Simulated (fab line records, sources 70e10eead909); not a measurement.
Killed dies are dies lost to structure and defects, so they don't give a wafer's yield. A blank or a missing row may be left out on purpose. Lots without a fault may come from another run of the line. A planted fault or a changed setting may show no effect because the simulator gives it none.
Which tool did it? | flow nand_harc | 12 lots, 36 wafers sampled, at 6 steps of a route of 1159

WHAT THE GAUGES READ, wafer by wafer
NHARC_A_BLC_CD_MEAS_10: target cd 100 nm.
lot  | measured     | on        | cd_nm (nm)
L077 | day 17 11:59 | cd_sem-02 | 100.7 100.8 100.4
L075 | day 17 14:43 | cd_sem-01 | 100.9 100.4 100.9
L079 | day 18 09:17 | cd_sem-01 | 99.3 100.5 100.0
L081 | day 18 20:13 | cd_sem-02 | 100.4 100.4 100.3
L083 | day 19 07:50 | cd_sem-01 | 99.9 100.2 99.4
L086 | day 20 05:59 | cd_sem-02 | 100.4 100.7 100.5
L089 | day 20 19:06 | cd_sem-02 | 99.8 99.1 100.1
L088 | day 21 03:53 | cd_sem-01 | 100.3 100.2 100.6
L092 | day 21 17:31 | cd_sem-02 | 99.6 99.8 100.4
L093 | day 21 23:01 | cd_sem-02 | 100.9 101.3 101.4
L094 | day 22 19:23 | cd_sem-03 | 100.0 99.5 98.9
L096 | day 23 09:42 | cd_sem-02 | 100.4 100.0 99.6

WHICH TOOL RAN EACH LOT (tool, then ch and the chambers of the sampled wafers, then the start)
lot  | NHARC_A_CONTACT_ETCH_115             | NHARC_A_CONTACT_STRIP_82                      | NHARC_A_CONTACT_ETCH_31                       | NHARC_A_CONTACT_ETCH_139             | NHARC_A_CONTACT_ALD_18
L077 | har_cap_etch-03 ch 0,1, day 16 14:35 | rie_diel-04 ch 0,2,3, day 17 06:41 or earlier | rie_diel-07 ch 1,2, day 17 06:41 or earlier   | har_cap_etch-03 ch 0,1, day 17 06:41 | ald_metal-01 ch 0,2,3, day 17 08:25
L075 | har_cap_etch-01 ch 0,1, day 16 20:58 | rie_diel-08 ch 2,3, day 17 11:04 or earlier   | rie_diel-07 ch 0,1,2, day 17 11:04 or earlier | har_cap_etch-01 ch 0,1, day 17 11:04 | ald_metal-03 ch 0,2, day 17 12:52
L079 | har_cap_etch-01 ch 1, day 17 05:44   | rie_diel-07 ch 1,2,3, day 17 21:35 or earlier | rie_diel-04 ch 0,1,2, day 17 21:35 or earlier | har_cap_etch-03 ch 0, day 17 21:35   | ald_metal-02 ch 0,1,2, day 17 23:13
L081 | har_cap_etch-02 ch 0,1, day 17 22:40 | rie_diel-08 ch 1,2,3, day 18 16:40 or earlier | rie_diel-04 ch 1,3, day 18 16:40 or earlier   | har_cap_etch-03 ch 1, day 18 16:40   | ald_metal-01 ch 0,1,3, day 18 18:18
L083 | har_cap_etch-01 ch 0,1, day 18 13:14 | rie_diel-08 ch 0,1,3, day 19 04:07 or earlier | rie_diel-08 ch 1,2, day 19 04:07 or earlier   | har_cap_etch-03 ch 0,1, day 19 04:07 | ald_metal-03 ch 0,2,3, day 19 05:44
L086 | har_cap_etch-01 ch 0,1, day 19 11:20 | rie_diel-07 ch 0,1,3, day 20 00:32 or earlier | rie_diel-04 ch 0,2,3, day 20 00:32 or earlier | har_cap_etch-01 ch 0,1, day 20 00:32 | ald_metal-02 ch 0,1,3, day 20 02:19
L089 | har_cap_etch-03 ch 0, day 19 20:42   | rie_diel-04 ch 0,1, day 20 14:58 or earlier   | rie_diel-07 ch 0,1,2, day 20 14:58 or earlier | har_cap_etch-02 ch 0,1, day 20 14:58 | ald_metal-02 ch 2,3, day 20 17:12
L088 | har_cap_etch-02 ch 0,1, day 20 03:03 | rie_diel-08 ch 1,2, day 20 18:49 or earlier   | rie_diel-07 ch 0,1,3, day 20 18:49 or earlier | har_cap_etch-03 ch 0,1, day 20 18:49 | ald_metal-01 ch 1,2, day 20 20:22
L092 | har_cap_etch-01 ch 0,1, day 20 09:05 | rie_diel-07 ch 2,3, day 21 01:50 or earlier   | rie_diel-07 ch 0,2,3, day 21 01:50 or earlier | har_cap_etch-02 ch 0,1, day 21 01:50 | ald_metal-02 ch 0,1,2, day 21 03:30
L093 | har_cap_etch-01 ch 0,1, day 20 21:02 | rie_diel-07 ch 1,2,3, day 21 12:14 or earlier | rie_diel-08 ch 1,2,3, day 21 12:14 or earlier | har_cap_etch-02 ch 0,1, day 21 12:14 | ald_metal-03 ch 0,2,3, day 21 13:46
L094 | har_cap_etch-03 ch 0,1, day 21 22:32 | rie_diel-08 ch 1,2,3, day 22 12:20 or earlier | rie_diel-07 ch 0,1,3, day 22 12:20 or earlier | har_cap_etch-02 ch 0,1, day 22 12:20 | ald_metal-02 ch 2,3, day 22 13:55
L096 | har_cap_etch-03 ch 0,1, day 22 11:35 | rie_diel-07 ch 2,3, day 23 01:37 or earlier   | rie_diel-04 ch 0,2, day 23 01:37 or earlier   | har_cap_etch-03 ch 0,1, day 23 01:37 | ald_metal-02 ch 1,3, day 23 03:10
- NHARC_A_CONTACT_ETCH_115: etches the open film in C4F8/O2/Ar, time 94 s, target depth 922 nm.
- NHARC_A_CONTACT_STRIP_82: strips in O2.
- NHARC_A_CONTACT_ETCH_31: etches the open film in O2/COS, target depth 2000 nm, time 520 s.
- NHARC_A_CONTACT_ETCH_139: etches the open film in C4F8/O2/Ar, time 137 s, target depth 590 nm.
- NHARC_A_CONTACT_ALD_18: deposits TiN, target thk 3 nm, pulse time 1 s, ald cycles 150.

THE ANSWER, worked out from the rows above alone
Rule: what is usual is taken from the lots themselves. Put in order of their means at a reading, lots are off if they are a third of the lots or fewer, leave a main group of 4 or more, and stand apart from it by a gap of 3 or more times the standard deviation of the main group's means; of several such gaps the widest counts. A main group whose means are all the same, to the digits that the tables above print for the reading, isn't used. A lot without any number at a reading at which 4 lots or more have one is off too. The other lots that the step has rows for count as sound.
No lot is off at any reading shown: from this, nothing can be told.

WHAT THE SIMULATOR HAD PUT IN
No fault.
